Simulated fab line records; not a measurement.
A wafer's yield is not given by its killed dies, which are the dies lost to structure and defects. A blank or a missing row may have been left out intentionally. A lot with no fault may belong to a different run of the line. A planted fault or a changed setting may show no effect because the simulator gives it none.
fab line records | flow n5Finfet | part 1 of 2: steps 1 to 20 of 26
record: lots: 5 wafers: 15 lastDay: 18
route steps=1938 shown MOL_CONTACT_COAG@517
lots that met no fault: from a run of the same line without faults
startH: hours from the record's opening day to when the first of the lot's shown wafers began | waitH: hours elapsed since this lot's preceding step | " the same as in the row above | L1.1+2: a single row standing in for several wafers | - value missing, or start not given | * or withheld: withheld | < > ~ a bound
route shown NAME@n: NAME is a module with steps in the file, n the number in the route of the first one | usual: mean/standard deviation of fault-free wafers | same: alike in all rows | chamber/n: place in a boat | sites: each site's reading | _std_site: standard deviation of those values | _edge_site: inner sites' mean taken away from outer sites' mean | radiusMm: for every site, how far away it sits from the centre of the wafer | mask NAME#n: copy n | behind: the tool/chamber that last shaped the wafer | hold: why the lot went on hold/how many hours it stayed there/how the hold came to an end | device: the n, p or np transistor that did not switch | end of line: the same wafers' tests at the end of the route | a step given without rows: its recipe and nothing more | killed: count of dies lost to structure and defects at first sort (not the wafer's yield) | map: a wafer's dies, marking killed ones x, the rest . and places with no die _
set.NAME: the setting that was run; set.NAME@STEP: the one run at that earlier step | model.NAME: the simulator's own value behind a step, which no gauge read
lots at some steps of the route; a table a step, a row a wafer
services: from which hour (startH, from the record's first day; less than 0 if before it) a tool's chamber was out of use, for how many hours, and why
== steps ==
step: N5_MOL_CONTACT_COAG_COAT_103
recipe: resist: SOC tempC: 250 timeS: 60 spinRpm: 1500 resistThkNm: 80
columns lot.wafer tool chamber startH waitH
L076.3+4+5 lithoTrack-01 0 100.75 0.0
L079.2+4+5 lithoTrack-01 0 117.29 0.0
L084.1+2+3 lithoTrack-04 0 151.76 0.0
L085.1+2+6 lithoTrack-02 0 152.92 0.0
L094.2+4+6 lithoTrack-04 0 207.18 0.0
step: N5_MOL_CONTACT_COAG_COAT_104
recipe: resist: SiARC tempC: 220 timeS: 60 spinRpm: 1500 resistThkNm: 12
columns lot.wafer tool chamber startH waitH
L076.3+4+5 lithoTrack-01 0 - -
L079.2+4+5 lithoTrack-01 0 - -
L084.1+2+3 lithoTrack-04 0 - -
L085.1+2+6 lithoTrack-02 0 - -
L094.2+4+6 lithoTrack-04 0 - -
step: N5_MOL_CONTACT_COAG_COAT_58
recipe: resist: underlayer tempC: 205 timeS: 60 spinRpm: 1500 resistThkNm: 10
columns lot.wafer tool chamber startH waitH
L076.3+4+5 lithoTrack-01 0 - -
L079.2+4+5 lithoTrack-01 0 - -
L084.1+2+3 lithoTrack-04 0 - -
L085.1+2+6 lithoTrack-02 0 - -
L094.2+4+6 lithoTrack-04 0 - -
step: N5_MOL_CONTACT_COAG_COAT_02
recipe: resist: CAR-EUV spinRpm: 1500 resistThkNm: 30
columns lot.wafer tool chamber startH waitH
L076.3+4+5 lithoTrack-01 0 - -
L079.2+4+5 lithoTrack-01 0 - -
L084.1+2+3 lithoTrack-04 0 - -
L085.1+2+6 lithoTrack-02 0 - -
L094.2+4+6 lithoTrack-04 0 - -
step: N5_MOL_CONTACT_COAG_EBR_04
recipe: solvent: PGMEA ebrWidthMm: 1.5
same: ebrWidthMm: 1.5
columns lot.wafer tool chamber startH waitH
L076.3+4+5 lithoTrack-01 0 - -
L079.2+4+5 lithoTrack-01 0 - -
L084.1+2+3 lithoTrack-04 0 - -
L085.1+2+6 lithoTrack-02 0 - -
L094.2+4+6 lithoTrack-04 0 - -
step: N5_MOL_CONTACT_COAG_SOFTBAKE_03
recipe: tempC: 110 timeS: 60 resist: CAR-EUV
columns lot.wafer tool chamber startH waitH
L076.3+4+5 lithoTrack-01 0 - -
L079.2+4+5 lithoTrack-01 0 - -
L084.1+2+3 lithoTrack-04 0 - -
L085.1+2+6 lithoTrack-02 0 - -
L094.2+4+6 lithoTrack-04 0 - -
step: N5_MOL_CONTACT_COAG_EXPOSE_05
recipe: maskId: CA na: 0.33 sourceShape: annular sigmaInner: 0.4 sigmaOuter: 0.8 polarization: unpolarized defocusNm: 0 doseMj: 38.25
usual: focusOffsetNm: -0.2/0.55 stageMsdNm: 0.88/0.065
same: na: 0.33 sigmaInner: 0.4
columns lot.wafer tool chamber startH waitH mask focusOffsetNm stageMsdNm
L076.3 euvScanner-01 0 101.02 - CA#0 -0.7 0.93
L076.4 " 0 " " CA#0 -0.6 0.93
L076.5 " 0 " " CA#0 -0.8 0.93
L079.2 euvScanner-01 0 117.43 - CA#0 -0.5 0.93
L079.4 " 0 " " CA#0 -0.8 0.93
L079.5 " 0 " " CA#0 -0.4 0.93
L084.1 euvScanner-01 0 151.90 - CA#0 0.2 0.92
L084.2 " 0 " " CA#0 0.2 0.92
L084.3 " 0 " " CA#0 0.6 0.92
L085.1 euvScanner-01 0 153.08 - CA#0 -0.7 0.93
L085.2 " 0 " " CA#0 -0.5 0.92
L085.6 " 0 " " CA#0 0.0 0.92
L094.2 euvScanner-02 0 207.33 - CA#0 0.2 0.78
L094.4 " 0 " " CA#0 0.5 0.79
L094.6 " 0 " " CA#0 0.6 0.78
step: N5_MOL_CONTACT_COAG_PEB_06
recipe: pebTempC: 100 pebTimeS: 60 resist: CAR-EUV
columns lot.wafer tool chamber startH waitH
L076.3+4+5 lithoTrack-01 0 101.07 0.0
L079.2+4+5 lithoTrack-02 0 117.49 0.0
L084.1+2+3 lithoTrack-02 0 151.97 0.1
L085.1+2+6 lithoTrack-02 0 153.14 0.1
L094.2+4+6 lithoTrack-04 0 207.38 0.0
step: N5_MOL_CONTACT_COAG_DEVELOP_07
recipe: developTimeS: 30 developer: TMAH resist: CAR-EUV rinseLiquid: surfactantRinse dry: airSpin devTempC: 23
columns lot.wafer tool chamber startH waitH
L076.3+4+5 lithoTrack-01 0 - -
L079.2+4+5 lithoTrack-02 0 - -
L084.1+2+3 lithoTrack-02 0 - -
L085.1+2+6 lithoTrack-02 0 - -
L094.2+4+6 lithoTrack-04 0 - -
step: N5_MOL_CONTACT_COAG_CD_MEAS_08
recipe: targetCdNm: 28 landingEnergyEv: 500 detector: seInlens polarity: opening
usual: cdNm: 28.1/0.33
columns lot.wafer tool chamber startH waitH cdNm
L076.3 cdSem-03 0 101.14 - 28.3
L076.4 " 0 " " 28.0
L076.5 " 0 " " 27.9
L079.2 cdSem-01 0 117.56 - 28.2
L079.4 " 0 " " 28.2
L079.5 " 0 " " 28.0
L084.1 cdSem-01 0 152.03 - 28.0
L084.2 " 0 " " 27.9
L084.3 " 0 " " 28.5
L085.1 cdSem-01 0 153.21 - 28.1
L085.2 " 0 " " 28.3
L085.6 " 0 " " 28.2
L094.2 cdSem-02 0 207.45 - 27.9
L094.4 " 0 " " 27.9
L094.6 " 0 " " 28.2
step: N5_MOL_CONTACT_COAG_OVL_MEAS_09
recipe: pointsPerWafer: 522
usual: CA_OVL: -0.2/0.6
columns lot.wafer tool chamber startH waitH CA_OVL[nm]
L076.3 overlay-02 0 101.18 0.0 -0.3
L076.4 " 0 " " -0.3
L076.5 " 0 " " 0.0
L079.2 overlay-02 0 117.59 0.0 -0.5
L079.4 " 0 " " -0.3
L079.5 " 0 " " -0.2
L084.1 overlay-01 0 152.06 0.0 0.5
L084.2 " 0 " " 0.2
L084.3 " 0 " " 0.5
L085.1 overlay-02 0 153.24 0.0 -0.4
L085.2 " 0 " " 0.2
L085.6 " 0 " " -0.9
L094.2 overlay-01 0 207.48 0.0 0.1
L094.4 " 0 " " -0.3
L094.6 " 0 " " -1.6
step: N5_MOL_CONTACT_COAG_INSPECT_10
recipe: mode: adi inspectInstrument: brightfield
usual: rawDefectCount: 62/21
columns lot.wafer tool chamber startH waitH rawDefectCount
L076.3 defectInspect-02 - 101.23 0.0 77
L076.4 " - " " 45
L076.5 " - " " 55
L079.2 defectInspect-02 - 117.64 0.0 77
L079.4 " - " " 55
L079.5 " - " " 92
L084.1 defectInspect-01 - 152.12 0.1 35
L084.2 " - " " 46
L084.3 " - " " 80
L085.1 defectInspect-01 - 153.30 0.1 50
L085.2 " - " " 96
L085.6 " - " " 91
L094.2 defectInspect-02 - 207.54 0.0 48
L094.4 " - " " 40
L094.6 " - " " 49
step: N5_MOL_CONTACT_COAG_DESCUM_13
recipe: chemistry: O2 timeS: 7 sourcePowerW: 50 biasPowerW: 20 pressureMtorr: 20 rfFrequencyHz: 2.712e+07 tempC: 40 resist: CAR-EUV o2FlowSccm: 225
usual: chamberPressureMTorr: 19.998/0.019 drypumpMotorCurrentA: 5.6/0.4 oesProductAu: 0.79/0.061 rfFwdPowerW: 49.32/0.28 rfVppV: 243.2/1.3 showerheadPlenumPTorr: 2.09/0.066 throttleValvePct: 20.40/0.18
columns lot.wafer tool chamber startH waitH chamberPressureMTorr drypumpMotorCurrentA oesProductAu rfFwdPowerW rfHoursCounterH rfVppV showerheadPlenumPTorr throttleValvePct
L076.3 rieDiel-01 2 101.26 0.0 20.012 5.6 0.83 49.48 62 242.6 2.13 20.26
L076.4 " 1 " " 19.987 5.8 0.83 49.16 - 243.0 2.04 20.15
L076.5 " 2 " " 19.990 5.6 0.83 49.54 - 242.2 2.13 20.26
L079.2 rieDiel-02 0 117.68 0.0 19.969 6.2 0.82 49.39 102 241.0 2.00 20.28
L079.4 " 3 " " 20.023 4.8 0.88 49.28 28 242.3 2.17 20.65
L079.5 " 1 " " 20.004 5.2 0.78 49.13 - 243.1 2.10 20.27
L084.1 rieDiel-01 2 152.16 0.0 19.969 5.6 0.82 49.64 82 244.9 2.12 20.29
L084.2 " 1 " " 20.007 5.8 0.81 49.44 88 241.5 2.03 20.18
L084.3 " 0 " " 20.000 6.2 0.75 49.72 118 242.5 2.03 20.64
L085.1 rieDiel-04 1 153.33 0.0 20.019 5.8 0.79 49.03 124 242.8 2.13 20.56
L085.2 " 3 " " 19.999 5.6 0.71 49.78 187 245.0 2.17 20.37
L085.6 " 1 " " 20.014 5.8 0.79 48.97 - 242.4 2.13 20.55
L094.2 rieDiel-02 1 208.39 0.9 20.022 5.2 0.74 49.11 134 243.4 2.09 20.33
L094.4 " 2 " " 19.992 5.8 0.77 48.95 110 246.9 2.16 20.16
L094.6 " 2 " " 20.040 5.8 0.77 48.91 - 243.3 2.16 20.15
step: N5_MOL_CONTACT_COAG_ETCH_59
recipe: chemistry: N2/H2 target: underlayer targetDepthA: 130 maskMaterial: CAR-EUV timeS: 10.4 ionEnergyEv: 200 pressureMtorr: 30 sourceW: 840 biasW: 150 n2FlowSccm: 200 h2FlowSccm: 200 ends: cleared
usual: biasW: 150.1/0.41 chamberPressureMTorr: 30.00/0.031 drypumpMotorCurrentA: 5.6/0.4 etchRfOnTimeS: 10.4/0.34 oesProductAu: 0.67/0.051 rfFwdPowerW: 818.9/2.7 rfVppV: 523.7/2.5 showerheadPlenumPTorr: 2.54/0.095 throttleValvePct: 17.84/0.21
columns lot.wafer tool chamber startH waitH biasW chamberPressureMTorr drypumpMotorCurrentA etchRfOnTimeS oesProductAu rfFwdPowerW rfHoursCounterH rfVppV showerheadPlenumPTorr throttleValvePct
L076.3 rieDiel-01 2 101.29 0.0 150.1 30.00 5.6 10.3 0.70 822.7 62 524.6 2.58 17.65
L076.4 " 1 " " 149.4 29.96 5.8 10.5 0.71 822.2 - 522.8 2.45 17.40
L076.5 " 2 " " 150.8 30.04 5.6 10.3 0.72 823.0 - 522.1 2.58 17.65
L079.2 rieDiel-02 0 117.71 0.0 150.7 30.00 6.1 10.0 0.71 820.1 102 520.6 2.44 17.79
L079.4 " 3 " " 149.9 30.04 4.9 10.4 0.75 817.4 28 526.2 2.63 17.99
L079.5 " 1 " " 150.2 29.98 5.2 10.2 0.67 825.3 - 524.0 2.56 17.83
L084.1 rieDiel-01 2 152.19 0.0 150.4 29.97 5.6 10.4 0.69 814.2 82 524.7 2.57 17.68
L084.2 " 1 " " 149.6 30.01 5.8 10.7 0.69 817.4 88 521.8 2.44 17.43
L084.3 " 0 " " 149.9 29.97 6.2 10.5 0.65 820.4 118 521.4 2.43 17.79
L085.1 rieDiel-04 1 153.36 0.0 149.7 29.97 5.8 10.6 0.67 821.0 124 525.4 2.56 17.75
L085.2 " 3 " " 150.3 30.01 5.7 10.5 0.62 817.7 187 527.8 2.63 17.92
L085.6 " 1 " " 149.6 30.03 5.8 10.7 0.66 820.7 - 523.8 2.56 17.76
L094.2 rieDiel-02 1 208.43 0.0 150.0 29.98 5.2 10.3 0.64 815.6 134 523.2 2.55 17.87
L094.4 " 2 " " 149.8 30.02 5.8 11.3 0.63 818.9 110 525.4 2.69 18.01
L094.6 " 2 " " 150.0 30.08 5.8 11.4 0.63 817.2 - 525.8 2.69 17.99
step: N5_MOL_CONTACT_COAG_ETCH_105
recipe: chemistry: CF4 target: SiARC targetDepthA: 156 maskMaterial: CAR-EUV timeS: 26 ionEnergyEv: 80 pressureMtorr: 40 sourceW: 545 biasW: 36 Ar_flow_sccm: 100 cf4FlowSccm: 100 ends: cleared
usual: biasW: 35.99/0.12 chamberPressureMTorr: 40.00/0.039 drypumpMotorCurrentA: 5.6/0.4 etchRfOnTimeS: 25.9/0.77 oesProductAu: 0.68/0.052 rfFwdPowerW: 532.5/2.3 rfVppV: 183.9/1.2 showerheadPlenumPTorr: 2.14/0.072 throttleValvePct: 15.57/0.14
columns lot.wafer tool chamber startH waitH biasW chamberPressureMTorr drypumpMotorCurrentA etchRfOnTimeS oesProductAu rfFwdPowerW rfHoursCounterH rfVppV showerheadPlenumPTorr throttleValvePct
L076.3 rieDiel-01 2 101.31 0.0 36.18 39.98 5.6 25.5 0.71 532.6 62 184.1 2.15 15.31
L076.4 " 1 " " 35.94 40.01 5.8 26.5 0.71 528.8 - 183.4 2.09 15.40
L076.5 " 2 " " 36.19 40.02 5.6 25.6 0.72 532.9 - 183.9 2.15 15.34
L079.2 rieDiel-02 0 117.73 0.0 36.00 40.03 6.1 25.5 0.69 533.2 102 181.8 2.06 15.59
L079.4 " 3 " " 36.06 40.06 4.9 25.7 0.76 532.9 28 183.9 2.17 15.50
L079.5 " 1 " " 36.01 39.98 5.2 25.5 0.67 531.7 - 184.5 2.15 15.45
L084.1 rieDiel-01 2 152.21 0.0 36.05 39.99 5.6 25.1 0.70 533.0 82 182.7 2.14 15.35
L084.2 " 1 " " 36.01 39.95 5.7 26.2 0.69 533.7 88 181.4 2.09 15.41
L084.3 " 0 " " 36.13 39.98 6.2 25.0 0.67 533.2 118 183.5 2.07 15.73
L085.1 rieDiel-04 1 153.38 0.0 35.73 40.06 5.8 26.7 0.67 531.1 124 183.4 2.17 15.56
L085.2 " 3 " " 35.91 40.05 5.7 26.1 0.62 536.6 187 186.3 2.22 15.69
L085.6 " 1 " " 35.85 39.99 5.8 26.9 0.66 529.8 - 183.3 2.17 15.56
L094.2 rieDiel-02 1 208.45 0.0 36.17 39.98 5.2 26.0 0.64 529.6 134 183.7 2.14 15.53
L094.4 " 2 " " 35.91 39.97 5.8 27.8 0.63 531.1 110 184.7 2.26 15.59
L094.6 " 2 " " 35.96 39.95 5.8 28.1 0.64 531.6 - 185.7 2.26 15.58
step: N5_MOL_CONTACT_COAG_ETCH_106
recipe: chemistry: N2/H2 target: SOC targetDepthA: 800 overetchA: 160 maskMaterial: SiARC tempC: 40 timeS: 120 ionEnergyEv: 200 pressureMtorr: 30 sourceW: 840 biasW: 150 n2FlowSccm: 200 h2FlowSccm: 200
usual: biasW: 149.9/0.5 chamberPressureMTorr: 30.002/0.029 drypumpMotorCurrentA: 5.6/0.4 oesProductAu: 0.71/0.051 rfFwdPowerW: 835/3.2 rfVppV: 523.6/2.5 showerheadPlenumPTorr: 2.54/0.095 throttleValvePct: 17.82/0.21
columns lot.wafer tool chamber startH waitH biasW chamberPressureMTorr drypumpMotorCurrentA oesProductAu rfFwdPowerW rfHoursCounterH rfVppV showerheadPlenumPTorr throttleValvePct
L076.3 rieDiel-01 2 101.34 0.0 149.9 30.075 5.6 0.74 838 62 524.4 2.58 17.62
L076.4 " 1 " " 151.2 30.041 5.7 0.74 833 - 521.3 2.45 17.37
L076.5 " 2 " " 149.6 30.024 5.7 0.75 840 - 525.3 2.58 17.61
L079.2 rieDiel-02 0 117.76 0.0 150.4 30.013 6.1 0.72 834 102 521.4 2.44 17.77
L079.4 " 3 " " 150.0 30.011 4.9 0.79 839 28 526.1 2.63 17.96
L079.5 " 1 " " 150.1 30.048 5.2 0.69 832 - 525.5 2.56 17.82
L084.1 rieDiel-01 2 152.24 0.0 149.9 30.005 5.6 0.72 834 82 525.5 2.57 17.63
L084.2 " 1 " " 149.6 29.997 5.7 0.73 841 88 522.2 2.44 17.42
L084.3 " 0 " " 149.7 29.984 6.2 0.68 836 118 520.1 2.43 17.79
L085.1 rieDiel-04 1 153.41 0.0 150.2 30.026 5.8 0.71 837 124 525.0 2.56 17.70
L085.2 " 3 " " 149.8 29.999 5.7 0.66 842 187 525.9 2.63 17.88
L085.6 " 1 " " 149.4 29.988 5.8 0.70 834 - 522.0 2.56 17.70
L094.2 rieDiel-02 1 208.48 0.0 149.9 30.040 5.2 0.67 835 134 523.6 2.55 17.86
L094.4 " 2 " " 149.6 30.031 5.8 0.70 836 110 528.7 2.69 17.99
L094.6 " 2 " " 149.9 30.016 5.8 0.70 832 - 526.2 2.69 17.98
step: N5_MOL_CONTACT_COAG_STRIP_107
recipe: chemistry: N2/H2 tempC: 40 n2FlowSccm: 200 h2FlowSccm: 200 rfFrequencyHz: 6e+07
columns lot.wafer tool chamber startH waitH
L076.3+4+5 rieDiel-01 2,1,2 101.42 0.0
L079.2+4+5 rieDiel-02 0,3,1 117.84 0.0
L084.1+2+3 rieDiel-01 2,1,0 152.32 0.0
L085.1+2+6 rieDiel-04 1,3,1 153.49 0.0
L094.2+4+6 rieDiel-02 1,2,2 208.56 0.0
step: N5_MOL_CONTACT_COAG_STRIP_108
recipe: chemistry: N2/H2 tempC: 40 n2FlowSccm: 200 h2FlowSccm: 200 rfFrequencyHz: 6e+07
columns lot.wafer tool chamber startH waitH
L076.3+4+5 rieDiel-01 2,1,2 101.43 0.0
L079.2+4+5 rieDiel-02 0,3,1 117.85 0.0
L084.1+2+3 rieDiel-01 2,1,0 152.33 0.0
L085.1+2+6 rieDiel-04 1,3,1 153.50 0.0
L094.2+4+6 rieDiel-02 1,2,2 208.57 0.0
step: N5_MOL_CONTACT_COAG_CONTACT_ETCH_14
recipe: chemistry: C4F6/O2 target: SiO2 targetDepthA: 275 overetchA: 85 maskMaterial: SOC pressureMtorr: 30 sourceW: 370 biasW: 185 Ar_flow_sccm: 300 C4F6_flow_sccm: 16 O2_flow_sccm: 10 timeS: 20 ionEnergyEv: 259.6
usual: biasW: 185.0/0.65 chamberPressureMTorr: 30.002/0.028 drypumpMotorCurrentA: 5.6/0.4 oes_o_777_au: 0.79/0.063 oesProductAu: 0.67/0.048 rfFwdPowerW: 363.2/2.1 rfVppV: 692/3.1 showerheadPlenumPTorr: 2.87/0.099 throttleValvePct: 21.23/0.18
columns lot.wafer tool chamber startH waitH biasW chamberPressureMTorr drypumpMotorCurrentA oes_o_777_au oesProductAu rfFwdPowerW rfHoursCounterH rfVppV showerheadPlenumPTorr throttleValvePct
L076.3 rieDiel-01 2 101.44 0.0 184.7 30.054 5.6 0.86 0.71 366.5 62 693 2.88 20.87
L076.4 " 1 " " 184.0 29.995 5.8 0.82 0.71 363.7 - 690 2.82 21.09
L076.5 " 2 " " 184.2 29.995 5.6 0.86 0.71 367.2 - 693 2.88 20.87
L079.2 rieDiel-02 0 117.86 0.0 184.2 29.963 6.2 0.77 0.68 362.7 102 691 2.76 21.17
L079.4 " 3 " " 184.6 30.057 4.9 0.93 0.75 364.0 28 694 2.91 21.15
L079.5 " 1 " " 185.6 30.006 5.2 0.76 0.66 360.9 - 694 2.92 21.32
L084.1 rieDiel-01 2 152.34 0.0 184.0 29.965 5.6 0.84 0.68 366.3 82 694 2.87 20.91
L084.2 " 1 " " 185.0 30.013 5.8 0.79 0.69 360.9 88 691 2.81 21.11
L084.3 " 0 " " 185.0 29.951 6.3 0.79 0.65 365.7 118 691 2.76 21.24
L085.1 rieDiel-04 1 153.51 0.0 185.4 29.957 5.8 0.77 0.67 362.6 124 694 2.94 21.44
L085.2 " 3 " " 185.9 29.996 5.7 0.75 0.62 366.0 187 695 2.97 21.18
L085.6 " 1 " " 186.0 30.015 5.8 0.77 0.67 363.1 - 694 2.94 21.45
L094.2 rieDiel-02 1 208.58 0.0 185.3 30.036 5.2 0.74 0.64 361.8 134 693 2.91 21.37
L094.4 " 2 " " 185.3 29.990 5.8 0.72 0.66 362.1 110 698 3.05 21.40
L094.6 " 2 " " 185.7 30.026 5.8 0.73 0.66 361.1 - 696 3.05 21.37
step: N5_MOL_CONTACT_COAG_STRIP_109
recipe: chemistry: C4F6/O2 resist: SiARC rfFrequencyHz: 6e+07
columns lot.wafer tool chamber startH waitH
L076.3+4+5 rieDiel-01 2,1,2 101.47 0.0
L079.2+4+5 rieDiel-02 0,3,1 117.88 0.0
L084.1+2+3 rieDiel-01 2,1,0 152.36 0.0
L085.1+2+6 rieDiel-04 1,3,1 153.54 0.0
L094.2+4+6 rieDiel-02 1,2,2 208.60 0.0
